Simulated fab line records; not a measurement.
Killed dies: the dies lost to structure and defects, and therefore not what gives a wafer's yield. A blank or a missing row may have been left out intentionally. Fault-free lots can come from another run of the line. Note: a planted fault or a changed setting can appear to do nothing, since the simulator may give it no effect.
Comparing a struck lot with a sound one / flow nand-harc / 41 out of 1302 route steps
Sound: wafers L937.1, L937.2, L937.6. Struck: wafers L942.2, L942.6 (left out: L942.5, a lot-mate that was not struck); the cause follows at the end.
Order at every step that has rows: each side's tool, ch and its chambers, its first start. Under that, the readings that differ: sound wafers / struck wafers / difference of the means / sigmas: that difference in standard deviations of wafers without a fault.
alike: words and numbers the same on both sides, and readings whose means are apart by under 2 such deviations; not compared: readings that were withheld, readings missing a value for some wafer, numbers with overlapping values and no deviation given by the record, and bounds like >300 which may hide the same value.
The two part at a step that has a row with sigmas, a row that says differs or no value, or rows on one side only. Non-overlapping numbers with no deviation appear without sigmas and do not part them. A reading that every wafer of one side lacks parts them only if that side has two wafers or more.

NHARC_A_M1_OVL_MEAS_10: pitch 240 nm.
  sound on overlay-01, day 27 04:38; struck on overlay-02, day 29 01:03
  alike: overlay-x-nm, overlay-y-nm
NHARC_A_M1_INSPECT_11:
  sound on defect-inspect-01, day 27 04:40; struck on defect-inspect-01, day 29 01:05
  alike: raw-defect-count
NHARC_A_M1_DESCUM_14: chemistry O2, time 3 s.
  sound on rie-diel-05 ch 0,1,3, day 27 04:44; struck on rie-diel-11 ch 3, day 29 01:09
  alike: drypump-motor-current-A, o2-flow-sccm, oes-product-au, rf-vpp-V, showerhead-plenum-p-Torr, throttle-valve-pct
  not compared: rf-hours-counter-h
then, 2 steps without rows for these wafers: NHARC_A_M1_ETCH_35 (etches the open film in N2/H2, target depth 40 nm, overetch 12 nm, time 43.94 s); NHARC_A_M1_ETCH_15 (etches the open film in C4F8/Ar, target depth 182.5 nm, time 91.2 s).
NHARC_A_M1_CD_MEAS_16:
  sound on cd-sem-03, day 27 05:03; struck on cd-sem-02, day 29 01:28
  alike: cd-nm
then, 6 steps without rows for these wafers: NHARC_A_M1_STRIP_18 (strips in N2/H2); NHARC_A_M1_ETCH_28 (etches the open film in CF4/N2, target depth 30 nm, time 72.99 s); NHARC_A_M1_STRIP_19 (strips in post etch residue remover, time 600 s); NHARC_A_M1_DEGAS_29 (time 60 s); NHARC_A_M1_PRE_CLEAN_30 (time 30 s); NHARC_A_M1_PVD_20 (deposits TaN, target thk 5 nm, time 8.06 s).
NHARC_A_M1_PVD_21: deposits Cu, target thk 30 nm, time 20.49 s.
  sound on pvd-sputter-03, day 27 06:00; struck on pvd-sputter-01, day 29 02:24
  alike: throttle-valve-pct
then, 2 steps without rows for these wafers: NHARC_A_M1_ECD_22 (material Cu, target thk 400 nm); NHARC_A_M1_ANNEAL_31 (time 90 s).
NHARC_A_M1_CMP_23: polishes, t overpolish 20 s, target thk 154.34 nm.
  sound on cmp-02 ch 1,2, day 27 06:53; struck on cmp-01 ch 2, day 29 03:22
  alike: motor-current-A, time-to-endpoint-s
then, 1 step without rows for these wafers: NHARC_A_M1_SRD_25.
NHARC_A_M1_INSPECT_27:
  sound on defect-inspect-01, day 27 07:19; struck on defect-inspect-01, day 29 03:48
  alike: raw-defect-count
then, 1 step without rows for these wafers: NHARC_A_M1_PRE_CLEAN_32 (time 12 s).
NHARC_A_M1_DEP_33: deposits SiCN, target thk 30 nm.
  sound on pecvd-02 ch 0,1,2, day 27 07:28; struck on pecvd-02 ch 0,1, day 29 04:10
  alike: heater-power-w
then, 1 step without rows for these wafers: NHARC_A_BONDPAD_DEP_00 (deposits SiCN, target thk 250 nm).
NHARC_A_BONDPAD_CMP_29: polishes SiCN, target thk 200 nm.
  the record has rows for the sound wafers here (cmp-03 ch 2,3, day 27 08:28) and none for the struck ones
NHARC_A_BONDPAD_THK_MEAS_30: measures by ellipsometry.
  sound wafers here have rows in the record (film-metro-02, day 27 08:41); struck ones have none
then, 10 steps without rows for these wafers: NHARC_A_BONDPAD_SRD_31; NHARC_A_BONDPAD_DEHYDRATE_01 (time 120 s); NHARC_A_BONDPAD_HMDS_02 (time 30 s); NHARC_A_BONDPAD_COAT_33 (time 65 s); NHARC_A_BONDPAD_COAT_03 (resist thk 600 nm); NHARC_A_BONDPAD_SOFTBAKE_04 (time 70 s); NHARC_A_BONDPAD_EBR_05; NHARC_A_BONDPAD_EXPOSE_06 (exposes mask A BPAD); NHARC_A_BONDPAD_PEB_07 (peb time 80 s); NHARC_A_BONDPAD_DEVELOP_08 (time 50 s).
NHARC_A_BONDPAD_CD_MEAS_09 targets a cd of 500 nm.
  the record has rows for the sound wafers here (cd-sem-03 ch 0, day 27 09:15) and none for the struck ones
NHARC_A_BONDPAD_OVL_MEAS_35:
  sound wafers here have rows in the record (overlay-01, day 27 09:20); struck ones have none
then, 3 steps without rows for these wafers: NHARC_A_BONDPAD_HARDBAKE_10 (time 65 s); NHARC_A_BONDPAD_DESCUM_11 (chemistry O2, time 3 s); NHARC_A_BONDPAD_ETCH_34 (etches the open film in N2/H2, target depth 60 nm, overetch 18 nm, time 65.91 s).
NHARC_A_BONDPAD_ETCH_12: etches the open film in CHF3/O2, target depth 220 nm, time 110 s.
  the record has rows for the sound wafers here (rie-diel-02 ch 0,2,3) and none for the struck ones
NHARC_A_BONDPAD_CD_MEAS_13:
  sound wafers here have rows in the record (cd-sem-03, day 27 09:52); struck ones have none
NHARC_END_SORT_01:
  sound on prober-01 ch 0, day 28 15:08; struck on prober-02 ch 0, day 30 16:23
reading=hold; sound=- - -; struck=await-dispo/3.5h/release await-dispo/3.5h/release; difference=no value on the sound wafers; sigmas=
reading=defect-limited-yield (%); sound=91.9 91.7 91.6; struck=0 0; difference=-92; sigmas=-34
reading=killed-at-array; sound=49 46 46; struck=666 666; difference=+619; sigmas=+34
reading=killed-dies; sound=55 56 57; struck=677 677; difference=+621; sigmas=+34
reading=sort_bin_2_pct (%); sound=3.0 3.0 2.4; struck=91.7 94.7; difference=+90.4; sigmas=+75
reading=sort-n-pass; sound=622 621 620; struck=0 0; difference=-621; sigmas=-34
reading=sort-rim-yield-pct (%); sound=88 84 87; struck=0 0; difference=-86; sigmas=-19
reading=sort-yield-pct (%); sound=91.9 91.7 91.6; struck=0 0; difference=-92; sigmas=-34
  alike: killed-at-other, killed-at-periphery, killed-open, killed-short, sort_bin_3_pct, sort_bin_4_pct

## WHERE THEY PART
At NHARC_A_BONDPAD_CMP_29 first; at NHARC_END_SORT_01 last (within this record only).

WHY: whatever the simulator had introduced
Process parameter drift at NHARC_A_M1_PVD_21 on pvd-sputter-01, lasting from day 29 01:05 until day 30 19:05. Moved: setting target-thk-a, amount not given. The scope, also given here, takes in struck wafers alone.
